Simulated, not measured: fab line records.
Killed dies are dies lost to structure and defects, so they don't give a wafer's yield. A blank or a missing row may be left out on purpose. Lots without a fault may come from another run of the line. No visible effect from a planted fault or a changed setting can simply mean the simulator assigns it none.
fab line records | flow n5_finfet
record: lots: 5 | wafers: 15 | last_day: 16
route steps=1938 shown BEOL_M6@1243 BEOL_M7@1263 PASSIVATION@1936
lots that met no fault: taken from a fault-free run of the same line
start_h: start of the lot's first displayed wafer, in hours after the record's first day | wait_h: hours since the lot's step before | " repeats the value in the row above | L1.1+2: one row covering several wafers at once | - no value, or no start given | * or withheld: withheld | < > ~ a bound
route shown NAME@n: a module of which the file shows steps, and the number in the route of the first | usual: mean/standard deviation taken from wafers without a fault | same: alike in all rows | chamber/n: place in a boat | sites: readings site by site | _std_site: their standard deviation | _edge_site: the outer-site mean with the inner-site mean subtracted | radius_mm: for every site, how far away it sits from the centre of the wafer | mask NAME#n: copy n | behind: tool/chamber where the wafer was last shaped | hold: why the lot went on hold/how many hours it stayed there/how the hold came to an end | device: which transistor (n, p or np) failed to switch | end of line: the route-end tests of the same wafers | a step given without rows: its recipe and nothing more | killed: dies that structure and defects cost at the first sort, which is not the same as the wafer's yield | map: per-die view of a wafer (x killed, . not killed, _ where there is no die)
set.NAME: the setting that was run; set.NAME@STEP: the one run at that earlier step | model.NAME: the simulator's own value behind a step, which no gauge read
certain route steps with their lots: each step a table, each wafer a row
services: the hour from which a tool's chamber was out of use, counted from the record's first day as start_h (under 0 if before that day), plus the number of hours and why
== steps ==
step: N5_BEOL_M6_HM_STRIP_39
recipe: chemistry: peroxide_tin_strip | material: TiN | target_depth_a: 250 | temp_c: 50 | time_s: 158
step: N5_BEOL_M6_SRD_40
recipe: time_s: 30 | temp_c: 23 | rinse_liquid: diw | dry: ipa_marangoni
step: N5_BEOL_M6_PRECLEAN_42
recipe: chemistry: residue_remover | time_s: 60 | temp_c: 40
step: N5_BEOL_M6_SRD_43
recipe: time_s: 30 | temp_c: 23 | rinse_liquid: diw | dry: ipa_marangoni
step: N5_BEOL_M6_CD_MEAS_35
recipe: target_cd_nm: 40 | target_cd_y_nm: 28 | polarity: opening
usual: cd_nm: 40.2/0.47
lot.wafer | tool      | chamber | start_h | wait_h | cd_nm
L949.1    | cd_sem-03 | -       | 173.99  | 0.0    | 39.9
L949.2    | "         | -       | "       | "      | 39.6
L949.3    | "         | -       | "       | "      | 39.8
L951.2    | cd_sem-03 | -       | 199.23  | 0.0    | 41.0
L951.4    | "         | -       | "       | "      | 40.2
L951.6    | "         | -       | "       | "      | 41.2
L952.3    | cd_sem-03 | -       | 199.42  | 0.0    | 39.4
L952.4    | "         | -       | "       | "      | 40.5
L952.6    | "         | -       | "       | "      | 39.7
L958.1    | cd_sem-02 | -       | 243.79  | 0.0    | 39.5
L958.2    | "         | -       | "       | "      | 40.2
L958.6    | "         | -       | "       | "      | 39.7
L966.3    | cd_sem-02 | -       | 293.13  | 0.0    | 40.4
L966.4    | "         | -       | "       | "      | 40.4
L966.5    | "         | -       | "       | "      | 40.4
step: N5_BEOL_M6_CURE_75
recipe: temp_c: 370 | time_s: 120 | ambient: DMADMS/He | material: SiCOH_lowk
usual: lamp_power_pct: 52.32/0.055 | wafer_temp_C_max: 371.7/0.58
same: time_s: 120
lot.wafer | tool       | chamber | start_h | wait_h | lamp_power_pct | wafer_temp_C_max
L949.1    | uv_cure-02 | 0       | 174.03  | 0.0    | 52.24          | 371.7
L949.2    | "          | 0       | "       | "      | 52.30          | 371.3
L949.3    | "          | 0       | "       | "      | 52.38          | 371.9
L951.2    | uv_cure-03 | 2       | 199.32  | 0.1    | 52.29          | 371.9
L951.4    | "          | 2       | "       | "      | 52.30          | 372.4
L951.6    | "          | 2       | "       | "      | 52.33          | 372.6
L952.3    | uv_cure-02 | 0       | 199.56  | 0.1    | 52.37          | 371.9
L952.4    | "          | 0       | "       | "      | 52.24          | 371.7
L952.6    | "          | 0       | "       | "      | 52.28          | 371.7
L958.1    | uv_cure-01 | 2       | 243.84  | 0.0    | 52.31          | 371.2
L958.2    | "          | 2       | "       | "      | 52.48          | 371.6
L958.6    | "          | 2       | "       | "      | 52.34          | 372.2
L966.3    | uv_cure-03 | 2       | 293.27  | 0.1    | 52.22          | 372.7
L966.4    | "          | 2       | "       | "      | 52.36          | 372.3
L966.5    | "          | 2       | "       | "      | 52.39          | 372.9
step: N5_BEOL_M6_DEGAS_44
recipe: ambient: vacuum | temp_c: 250 | time_s: 60
step: N5_BEOL_M6_PRE_CLEAN_45
recipe: gas: H2/He | time_s: 30 | temp_c: 250
step: N5_BEOL_M6_ALD_77
recipe: material: TaN | target_thk_a: 20 | temp_c: 275 | ald_precursor_family: PDMAT | ald_co_reactant: NH3 | pressure_torr: 3 | carrier_flow_sccm: 1500 | pulse_time_s: 2 | purge_time_s: 3 | co_reactant_purge_time_s: 2 | co_reactant_pulse_time_s: 3 | ald_cycles: 40 | precursor_vessel_temp_c: 75 | precursor_vessel_pressure_torr: 26.25 | precursor_vessel_carrier_sccm: 1000
step: N5_BEOL_M6_SURFACE_TREAT_79
recipe: gas: Ar | time_s: * | ion_energy_ev: * | ion_current_ma_cm2: 0.5 | pressure_mtorr: * | ar_flow_sccm: 30
usual: throttle_valve_pct: *
same: time_s: *
lot.wafer | tool           | chamber | start_h | wait_h | throttle_valve_pct
L949.1    | pvd_sputter-01 | -       | 175.24  | 0.4    | *
L949.2    | "              | -       | "       | "      | *
L949.3    | "              | -       | "       | "      | *
L951.2    | pvd_sputter-01 | -       | 200.06  | 0.2    | *
L951.4    | "              | -       | "       | "      | *
L951.6    | "              | -       | "       | "      | *
L952.3    | pvd_sputter-02 | -       | 200.59  | 0.2    | *
L952.4    | "              | -       | "       | "      | *
L952.6    | "              | -       | "       | "      | *
L958.1    | pvd_sputter-03 | -       | 245.31  | 0.2    | *
L958.2    | "              | -       | "       | "      | *
L958.6    | "              | -       | "       | "      | *
L966.3    | pvd_sputter-02 | -       | 294.49  | 0.2    | *
L966.4    | "              | -       | "       | "      | *
L966.5    | "              | -       | "       | "      | *
step: N5_BEOL_M6_CVD_78
recipe: material: Co | target_thk_a: 20 | temp_c: withheld | precursor: CCTBA/H2 | pressure_torr: 30 | time_s: 142.3
step: N5_BEOL_M6_SPUTTER_48
recipe: material: Cu | target_thk_a: 100 | temp_c: -20 | bias_v: 60 | power_w: 26000 | chamber_pressure_pa: 0.13 | time_s: 1.667
step: N5_BEOL_M6_ECD_50
recipe: material: Cu | target_thk_a: 3000
lot.wafer  | tool      | chamber | start_h | wait_h
L949.1+2+3 | ecd_cu-02 | 1,0,0   | 175.55  | 0.1
L951.2+4+6 | ecd_cu-02 | 1       | 200.48  | 0.1
L952.3+4+6 | ecd_cu-01 | 0,1,0   | 201.17  | 0.1
L958.1+2+6 | ecd_cu-01 | 0,1,1   | 245.67  | 0.1
L966.3+4+5 | ecd_cu-01 | 1,0,0   | 294.93  | 0.1
step: N5_BEOL_M6_ANNEAL_51
recipe: temp_c: 225 | time_s: 90 | ambient: N2
step: N5_BEOL_M6_CMP_52
recipe: stop_on: SiCOH_lowk | t_overpolish_s: 6.9 | down_force_psi: 1 | platen_rpm: 50 | clearing_platen_down_force_psi: 1.5 | clearing_platen_rpm: 50 | post_cmp_clean: cu_alkaline | target_thk_nm: 80 | clearing_platen_pad_velocity_m_s: 0.99484 | pad_velocity_m_s: 0.99484
step: N5_BEOL_M6_THK_MEAS_53
recipe: thk_meas_gauge: xrf | reads: Cu_of_BEOL_M6_ECD_50
usual: M6_THK: 80.1/1.6
lot.wafer | tool          | chamber | start_h | wait_h | M6_THK[nm]
L949.1    | film_metro-01 | -       | 176.28  | -      | 80.4
L949.2    | "             | -       | "       | "      | 81.7
L949.3    | "             | -       | "       | "      | 78.0
L951.2    | film_metro-01 | -       | 201.20  | -      | 81.1
L951.4    | "             | -       | "       | "      | 77.5
L951.6    | "             | -       | "       | "      | 80.5
L952.3    | film_metro-01 | -       | 202.09  | -      | 81.4
L952.4    | "             | -       | "       | "      | 80.5
L952.6    | "             | -       | "       | "      | 81.0
L958.1    | film_metro-02 | -       | 246.53  | -      | 80.0
L958.2    | "             | -       | "       | "      | 79.7
L958.6    | "             | -       | "       | "      | 79.3
L966.3    | film_metro-02 | -       | 295.74  | -      | 82.5
L966.4    | "             | -       | "       | "      | 81.7
L966.5    | "             | -       | "       | "      | 82.6
step: N5_BEOL_M6_PRE_CLEAN_55
recipe: gas: NH3 | time_s: 15 | temp_c: withheld | rf_power_w: 300
step: N5_BEOL_M6_DEP_56
recipe: material: SiCN | target_thk_a: 100 | temp_c: withheld | precursor: 3MS/NH3 | pressure_torr: 3 | rf_w: 202 | time_s: 17.5
step: N5_BEOL_M6_RS_MEAS_57
recipe: thk_meas_gauge: four-point-probe | reads: Cu_of_BEOL_M6_ECD_50+Co_of_BEOL_M6_CVD_78+TaN_of_BEOL_M6_ALD_77
usual: M6_RS: 0.286/0.0061
lot.wafer | tool          | chamber | start_h | wait_h | M6_RS[ohm/sq]
L949.1    | film_metro-01 | -       | 176.41  | 0.1    | 0.284
L949.2    | "             | -       | "       | "      | 0.281
L949.3    | "             | -       | "       | "      | 0.297
L951.2    | film_metro-01 | -       | 201.36  | 0.1    | 0.283
L951.4    | "             | -       | "       | "      | 0.298
L951.6    | "             | -       | "       | "      | 0.285
L952.3    | film_metro-01 | -       | 202.22  | 0.1    | 0.282
L952.4    | "             | -       | "       | "      | 0.286
L952.6    | "             | -       | "       | "      | 0.285
L958.1    | film_metro-02 | -       | 246.66  | 0.1    | 0.285
L958.2    | "             | -       | "       | "      | 0.288
L958.6    | "             | -       | "       | "      | 0.289
L966.3    | film_metro-01 | -       | 295.87  | 0.1    | 0.280
L966.4    | "             | -       | "       | "      | 0.285
L966.5    | "             | -       | "       | "      | 0.281
step: N5_BEOL_M7_ILD_DEP_00
recipe: material: SiCOH_lowk | target_thk_a: 1797.5 | temp_c: 300 | precursor: DEMS/porogen | pressure_torr: 5 | rf_w: 500 | time_s: 33.4
usual: heater_power_w: 289/30 | showerhead_plenum_p_Torr: 5.737/0.014 | throttle_valve_pct: 14.1/0.93
same: time_s: 33.4
lot.wafer | tool     | chamber | start_h | wait_h | heater_power_w | showerhead_plenum_p_Torr | since_wet_clean_h | throttle_valve_pct
L949.1    | pecvd-02 | 1       | 176.47  | 0.0    | 227            | 5.746                    | 1787              | 15.3
L949.2    | "        | 2       | "       | "      | 290            | 5.731                    | 308               | 13.9
L949.3    | "        | 0       | "       | "      | 267            | 5.726                    | 1062              | 14.7
L951.2    | pecvd-03 | 1       | 201.42  | 0.0    | 284            | 5.738                    | 1449              | 13.6
L951.4    | "        | 0       | "       | "      | 319            | 5.741                    | -                 | 13.3
L951.6    | "        | 0       | "       | "      | 332            | 5.740                    | -                 | 13.1
L952.3    | pecvd-03 | 0       | 202.30  | 0.1    | 320            | 5.767                    | -                 | 13.4
L952.4    | "        | 1       | "       | "      | 314            | 5.736                    | -                 | 13.6
L952.6    | "        | 0       | "       | "      | 323            | 5.745                    | -                 | 13.2
L958.1    | pecvd-04 | 2       | 246.72  | 0.0    | 266            | 5.755                    | 197               | 12.8
L958.2    | "        | 0       | "       | "      | 274            | 5.747                    | 951               | 14.8
L958.6    | "        | 0       | "       | "      | 275            | 5.736                    | -                 | 14.7
L966.3    | pecvd-02 | 2       | 295.93  | 0.0    | 252            | 5.720                    | 427               | 14.0
L966.4    | "        | 0       | "       | "      | 293            | 5.716                    | -                 | 14.6
L966.5    | "        | 2       | "       | "      | 260            | 5.717                    | -                 | 14.1
step: N5_BEOL_M7_CURE_74
recipe: temp_c: 385 | time_s: 240 | ambient: He/Ar | material: SiCOH_lowk
step: N5_BEOL_M7_THK_MEAS_01
recipe: reads: SiCOH_lowk_of_BEOL_M7_ILD_DEP_00
usual: M7_ILD_THK: 154.9/1.9
lot.wafer | tool          | chamber | start_h | wait_h | M7_ILD_THK[nm]
L949.1    | film_metro-01 | -       | 177.05  | 0.4    | 150.2
L949.2    | "             | -       | "       | "      | 151.4
L949.3    | "             | -       | "       | "      | 151.5
L951.2    | film_metro-02 | -       | 202.02  | 0.4    | 152.5
L951.4    | "             | -       | "       | "      | 156.3
L951.6    | "             | -       | "       | "      | 156.5
L952.3    | film_metro-02 | -       | 202.88  | 0.3    | 156.8
L952.4    | "             | -       | "       | "      | 156.4
L952.6    | "             | -       | "       | "      | 155.6
L958.1    | film_metro-01 | -       | 247.78  | 0.8    | 155.8
L958.2    | "             | -       | "       | "      | 155.0
L958.6    | "             | -       | "       | "      | 159.4
L966.3    | film_metro-02 | -       | 296.51  | 0.3    | 152.7
L966.4    | "             | -       | "       | "      | 156.5
L966.5    | "             | -       | "       | "      | 157.6
step: N5_BEOL_M7_PECVD_70
recipe: material: SiO2 | target_thk_a: 200 | temp_c: 400 | precursor: TEOS/O2 | pressure_torr: 5.5 | rf_w: 450 | teos_flow_sccm: 53.8 | gas: O2 | flow_sccm: 3000 | time_s: 22.7
usual: heater_power_w: 665/67 | showerhead_plenum_p_Torr: 8.77/0.054 | throttle_valve_pct: 22.9/1.5
same: time_s: 22.7
lot.wafer | tool     | chamber | start_h | wait_h | heater_power_w | showerhead_plenum_p_Torr | since_wet_clean_h | throttle_valve_pct
L949.1    | pecvd-04 | 1       | 177.09  | 0.0    | 781            | 8.77                     | 1606              | 23.7
L949.2    | "        | 2       | "       | "      | 561            | 8.80                     | 127               | 20.4
L949.3    | "        | 1       | "       | "      | 798            | 8.75                     | -                 | 23.7
L951.2    | pecvd-04 | 0       | 202.06  | 0.0    | 690            | 8.82                     | 906               | 23.9
L951.4    | "        | 0       | "       | "      | 657            | 8.82                     | -                 | 23.8
L951.6    | "        | 0       | "       | "      | 673            | 8.83                     | -                 | 23.4
L952.3    | pecvd-03 | 1       | 202.93  | 0.1    | 694            | 8.76                     | -                 | 22.4
L952.4    | "        | 0       | "       | "      | 716            | 8.83                     | -                 | 21.4
L952.6    | "        | 1       | "       | "      | 703            | 8.78                     | -                 | 22.2
L958.1    | pecvd-04 | 2       | 247.81  | 0.0    | 579            | 8.78                     | 198               | 20.6
L958.2    | "        | 1       | "       | "      | 667            | 8.74                     | 1677              | 23.5
L958.6    | "        | 0       | "       | "      | 640            | 8.82                     | -                 | 23.9
L966.3    | pecvd-04 | 0       | 296.54  | 0.0    | 644            | 8.82                     | 1000              | 24.0
L966.4    | "        | 2       | "       | "      | 567            | 8.80                     | -                 | 21.0
L966.5    | "        | 0       | "       | "      | 673            | 8.82                     | -                 | 24.1
step: N5_BEOL_M7_HM_DEP_02
recipe: material: TiN | target_thk_a: 200 | temp_c: 25 | chamber_pressure_pa: 0.49996
usual: throttle_valve_pct: 30.1/0.93
lot.wafer | tool           | chamber | start_h | wait_h | throttle_valve_pct
L949.1    | pvd_sputter-02 | -       | 177.77  | 0.7    | 29.2
L949.2    | "              | -       | "       | "      | 29.3
L949.3    | "              | -       | "       | "      | 29.0
L951.2    | pvd_sputter-03 | -       | 203.23  | 1.2    | 29.9
L951.4    | "              | -       | "       | "      | 29.1
L951.6    | "              | -       | "       | "      | 29.7
L952.3    | pvd_sputter-02 | -       | 203.45  | 0.5    | 29.2
L952.4    | "              | -       | "       | "      | 29.2
L952.6    | "              | -       | "       | "      | 28.5
L958.1    | pvd_sputter-01 | -       | 248.71  | 0.9    | 30.5
L958.2    | "              | -       | "       | "      | 30.0
L958.6    | "              | -       | "       | "      | 30.7
L966.3    | pvd_sputter-01 | -       | 298.45  | 1.9    | 29.8
L966.4    | "              | -       | "       | "      | 30.6
L966.5    | "              | -       | "       | "      | 31.9
step: N5_BEOL_M7_COAT_59
recipe: resist: SOC | temp_c: 250 | time_s: 60 | spin_rpm: 1500 | resist_thk_nm: 100
step: N5_BEOL_M7_COAT_60
recipe: resist: SiARC | temp_c: 220 | time_s: 60 | spin_rpm: 1500 | resist_thk_nm: 35
step: N5_BEOL_M7_COAT_05
recipe: resist: CAR-ArF | spin_rpm: 1500 | resist_thk_nm: 90
step: N5_BEOL_M7_EBR_07
recipe: solvent: PGMEA | ebr_width_mm: 1.5
step: N5_BEOL_M7_SOFTBAKE_06
recipe: temp_c: 110 | time_s: 60 | resist: CAR-ArF
step: N5_BEOL_M7_EXPOSE_08
recipe: mask_id: M7 | na: 1.35 | source_shape: dipole | sigma_inner: 0.817 | sigma_outer: 0.97 | polarization: te | dose_mj: 68.25
step: N5_BEOL_M7_PEB_09
recipe: peb_temp_c: withheld | peb_time_s: 60 | resist: CAR-ArF
step: N5_BEOL_M7_DEVELOP_10
recipe: develop_time_s: 30 | developer: TMAH | resist: CAR-ArF | rinse_liquid: diw | dry: air_spin | dev_temp_c: 23
step: N5_BEOL_M7_CD_MEAS_11
recipe: target_cd_nm: 38.5 | landing_energy_ev: 500 | detector: se_inlens | polarity: opening
usual: cd_nm: 38.6/0.41
lot.wafer | tool      | chamber | start_h | wait_h | cd_nm
L949.1    | cd_sem-02 | 0       | 178.27  | -      | 38.9
L949.2    | "         | 0       | "       | "      | 38.0
L949.3    | "         | 0       | "       | "      | 38.6
L951.2    | cd_sem-03 | 0       | 203.60  | -      | 37.6
L951.4    | "         | 0       | "       | "      | 37.8
L951.6    | "         | 0       | "       | "      | 38.2
L952.3    | cd_sem-01 | 0       | 203.95  | -      | 38.2
L952.4    | "         | 0       | "       | "      | 38.0
L952.6    | "         | 0       | "       | "      | 38.0
L958.1    | cd_sem-03 | 0       | 249.21  | -      | 38.5
L958.2    | "         | 0       | "       | "      | 38.5
L958.6    | "         | 0       | "       | "      | 38.4
L966.3    | cd_sem-03 | 0       | 298.95  | -      | 39.1
L966.4    | "         | 0       | "       | "      | 39.2
L966.5    | "         | 0       | "       | "      | 38.7
step: N5_BEOL_M7_OVL_MEAS_12
recipe: points_per_wafer: 44
usual: M7_OVL: 0.0/0.93
lot.wafer | tool       | chamber | start_h | wait_h | M7_OVL[nm]
L949.1    | overlay-02 | 0       | 178.30  | 0.0    | -0.1
L949.2    | "          | 0       | "       | "      | 0.6
L949.3    | "          | 0       | "       | "      | 0.3
L951.2    | overlay-02 | 0       | 203.63  | 0.0    | 0.3
L951.4    | "          | 0       | "       | "      | -0.8
L951.6    | "          | 0       | "       | "      | -0.2
L952.3    | overlay-02 | 0       | 203.98  | 0.0    | 0.7
L952.4    | "          | 0       | "       | "      | -0.5
L952.6    | "          | 0       | "       | "      | 1.3
L958.1    | overlay-02 | 0       | 249.24  | 0.0    | 0.1
L958.2    | "          | 0       | "       | "      | 0.2
L958.6    | "          | 0       | "       | "      | -0.1
L966.3    | overlay-02 | 0       | 298.98  | 0.0    | -1.1
L966.4    | "          | 0       | "       | "      | -3.0
L966.5    | "          | 0       | "       | "      | -1.2
step: N5_BEOL_M7_DESCUM_16
recipe: chemistry: O2 | time_s: 7.9 | source_power_w: 50 | bias_power_w: 20 | pressure_mtorr: 20 | rf_frequency_hz: 2.712e+07 | temp_c: 40 | resist: CAR-ArF | o2_flow_sccm: 225
step: N5_BEOL_M7_ETCH_61
recipe: chemistry: CF4 | target: SiARC | target_depth_a: 455 | mask_material: CAR-ArF | time_s: 75.8 | ion_energy_ev: 80 | pressure_mtorr: 40 | source_w: 545 | bias_w: 36 | Ar_flow_sccm: 100 | cf4_flow_sccm: 100 | ends: cleared
step: N5_BEOL_M7_ETCH_62
recipe: chemistry: N2/H2 | target: SOC | target_depth_a: 1100 | overetch_a: 220 | mask_material: SiARC | temp_c: 40 | time_s: 165 | ion_energy_ev: 200 | pressure_mtorr: 30 | source_w: 840 | bias_w: 150 | n2_flow_sccm: 200 | h2_flow_sccm: 200
step: N5_BEOL_M7_STRIP_68
recipe: chemistry: N2/H2 | temp_c: 40 | n2_flow_sccm: 200 | h2_flow_sccm: 200 | rf_frequency_hz: 6e+07
step: N5_BEOL_M7_STRIP_67
recipe: chemistry: CF4 | resist: SiARC | power_w: 300 | bias_power_w: 75 | pressure_mtorr: 50 | cf4_flow_sccm: 150 | rf_frequency_hz: 6e+07
step: N5_BEOL_M7_HM_OPEN_17
recipe: chemistry: Cl2/BCl3 | target_depth_a: 200 | overetch_a: 60 | target: TiN | mask_material: SOC | ion_energy_ev: 150 | pressure_mtorr: 10 | icp_w: 1000 | bias_w: 126 | Cl2_flow_sccm: 53.25 | bcl3_flow_sccm: 21.75 | Ar_flow_sccm: 25
step: N5_PASSIVATION_PROBE_49
usual: defect_limited_yield: 91.3/1.4 | killed_at_M0_to_M3: 35/11 | killed_at_M4_up: 14/5.4 | killed_at_contacts: 12/6.2 | killed_at_front_end: 38/11 | killed_at_other: 4.1/2.8 | killed_dies: 103/17 | killed_on_rim: 13/4 | killed_open: 66/13 | killed_short: 34/8.2 | sort_bin_5_function: 5.1/0.89 | sort_bin_6_memory: 3.3/0.72 | sort_n_pass: 1077/17 | sort_yield_pct: 91.3/1.4
same: gross_dies: 1180 | killed_at_back_side: 0 | sort_bin_4_leakage[%]: 0 | sort_bin_8_speed[%]: 0
lot.wafer | tool      | chamber | start_h | wait_h | defect_limited_yield[%] | killed_at_M0_to_M3 | killed_at_M4_up | killed_at_contacts | killed_at_front_end | killed_at_other | killed_dies | killed_on_rim | killed_open | killed_short | sort_bin_5_function[%] | sort_bin_6_memory[%] | sort_n_pass | sort_yield_pct[%]
L966.4    | prober-01 | -       | 383.44  | 0.2    | 63.1                    | 18                 | 379             | 6                  | 32                  | 0               | 435         | 54            | 36          | 24           | 23.7                   | 11.7                 | 745         | 63.1
L966.5    | prober-01 | -       | 383.49  | 0.2    | 62.2                    | 18                 | 395             | 8                  | 21                  | 4               | 446         | 59            | 38          | 21           | 23.7                   | 12.5                 | 734         | 62.2
killed by level:class
L966.4 BEOL_M6:unspecified=373 FIN_SAQP:geometric_particle:short=6 STI_FIN_REVEAL:geometric_particle:open=6 FIN_SAQP:geometric_particle:open=5 MOL_CONTACT_COAG:geometric_particle:open=5 BEOL_M1:geometric_particle:open=4 BEOL_M3:geometric_particle:open=4 FIN_CUT:geometric_particle:short=3
L966.5 BEOL_M6:unspecified=386 MOL_CONTACT_COAG:geometric_particle:open=7 BEOL_M2:geometric_particle:open=5 GATE_CUT:geometric_particle:short=4 BEOL_M1:geometric_particle:open=4 FIN_SAQP:geometric_particle:short=3 BEOL_M3:geometric_particle:open=3 BEOL_M8:geometric_particle:open=3
map L966.5 (x killed, . not)
_________________x....xx..x.x________________
______________......x.x.x...x..x_____________
___________.xxx..x..x.....x.....x..__________
__________...xxx.xx.x..x......xxx.xx_________
________..xx.x...........x..x.....xxx._______
_______.x.xx...x.x..xxxx..x..xx.x......______
______xxx..x...x....xx.x..x..x.x..xxx.xx_____
_____x.....x.x.x.....xxx...x....x........____
____..x.x....xx.x.x..x......x...xx.xxx....___
___xx....x...x.....xxx...xx.......x.x..x...__
___xx..xx........x....x.x............xxx.x.__
__.x..x.x...x.....x.....x.xxx..xx...x.x...x._
__x...x..xx...x..x.x.x.x.x.xxx.x....x......._
_x.xxx...x.xxxx..xxxx.xxx..x.x.x.x..x....x..x
_..xx...x.....x.xxx.x.......x...xxx.x.x.x.x..
_...xxxx.x....xx...x.xx...xx.x..xx.x..x.x....
_x..xxx..x...x.x...x...xxxxx...xxx.x....x..x.
_...xxxxx.x.x...xx...x...x.xxx.x.......x..x..
_.x..x....xx.........x.x.xx..x..xx.xxx.x....x
_xx.x......xxx...xx...xx.x.....x..x..x.x.xxxx
_x......x.xx.x...xx......x.x.......xx..xxxx.x
__.....x..x....x...xx..x..xx...xx..xxxx.xxx._
__.x.x.x.........x..xxxx..xxxxxxxx.x..xx.xxx_
___..xx..x....xx..x...x..xxx.x.xx.xx..x....__
___x.x..x...x.x....x..x.xx......xxx..x....x__
____.....x...x..xx....xx.....xx...........___
_____..x.xxx.xxxx.....x..xxx...x..xx.x..x____
______..xx.xx.xxxxx......x....x.x......._____
_______xx.......xx..x...xxx.xxx...xxx.x______
________.x....x.xx..x.x.....x....x.xx._______
__________.xx..x.....xx.xx.x.x.xx.xx_________
___________......x...xx.......x....__________
______________...x.x.x.x.xxxx.xx_____________
_________________.xxxx.......________________
map L952.6 (x killed, . not)
_________________x.......x...________________
______________.....x...x.x......_____________
___________..............x.......x.__________
__________..................x..x...._________
________........xx.....x.............._______
_______...........x....x.x.....x......x______
______......x...........x....x.........._____
_____................x......x............____
____............x...............x.........___
___x............x........x.......x....x...x__
___......x.....x.x.....x..................x__
__x......x.x.........x..........xx.........x_
__...x........x..x..........x............x.._
_.x........x.............x...................
_..............x....xx.x..x................x.
_x.................x..........xx....x........
_.....x......x..............x............xx..
_................x.......x...x...x...........
_...x............x....x.xx.x....x....xx......
_x..x.............x..........................
_....x......x...x.....x..........x...x.....x.
__..................x...xxx................._
__x........x........x.........x.......x....._
___.................x......................__
___....................x.....x............x__
____.....x............x.......x...........___
_____.............x...........x.......x.x____
______....x...........x................._____
_______..x.............................______
________........x.....x........x..x..._______
__________....x............x........_________
___________.x....................x.__________
______________....x............._____________
_________________............________________
== services ==
tool       | chamber | start_h | hours | kind
uv_cure-02 | -       | 157.99  | 1.1   | repair
ecd_cu-01  | -       | 158.20  | 2.2   | repair
uv_cure-03 | -       | 163.33  | 3.4   | pm
pecvd-04   | 0       | 173.37  | 10.2  | repair
uv_cure-03 | -       | 173.90  | 1.1   | repair
ecd_cu-02  | -       | 177.51  | 0.7   | repair
pecvd-04   | 2       | 190.12  | 32.7  | repair
pecvd-03   | 1       | 193.83  | 5.5   | scheduled_down
uv_cure-02 | -       | 194.20  | 3.5   | repair
uv_cure-01 | -       | 197.76  | 1.0   | pm
pecvd-03   | 2       | 198.64  | 13.5  | repair
pecvd-03   | 2       | 212.18  | -     | clean
pecvd-03   | 2       | 212.18  | -     | consumable_replace:showerhead
uv_cure-01 | -       | 213.00  | 2.8   | pm
uv_cure-03 | -       | 249.33  | 2.1   | pm
pecvd-04   | -       | 249.40  | 0.3   | repair
ecd_cu-01  | -       | 254.59  | 6.7   | pm
pecvd-04   | 0       | 267.41  | 5.0   | scheduled_down
pecvd-02   | -       | 274.24  | 0.2   | repair
pecvd-02   | -       | 274.66  | 5.5   | pm
uv_cure-02 | -       | 286.34  | 2.8   | pm
pecvd-04   | -       | 292.55  | 1.2   | repair
pecvd-03   | -       | 294.43  | 10.2  | repair
uv_cure-02 | -       | 297.02  | 10.8  | repair
== key ==
first_sign: step: N5_PASSIVATION_PROBE_49 | reading: killed_at_M4_up | direction: up | sigmas: 69 | usual: 14 | struck: 387
effect: step: N5_PASSIVATION_PROBE_49 | reading: defect_limited_yield | direction: down | sigmas: 20 | usual: 91.3 | struck: 62.7
more_kills_born_at: N5_BEOL_M6_ECD_50@ecd_cu-01: 759
met_at N5_BEOL_M6_ECD_50
struck_wafers L966.4,L966.5
onset_between 245.67 294.93
fault: kind: chamber_particle_source | tool: ecd_cu-01 | chamber: 0 | onset_h: 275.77 | steps: N5_BEOL_M6_ECD_50 | rate_per_visit_cm2: 0.78068 | end_h: 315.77
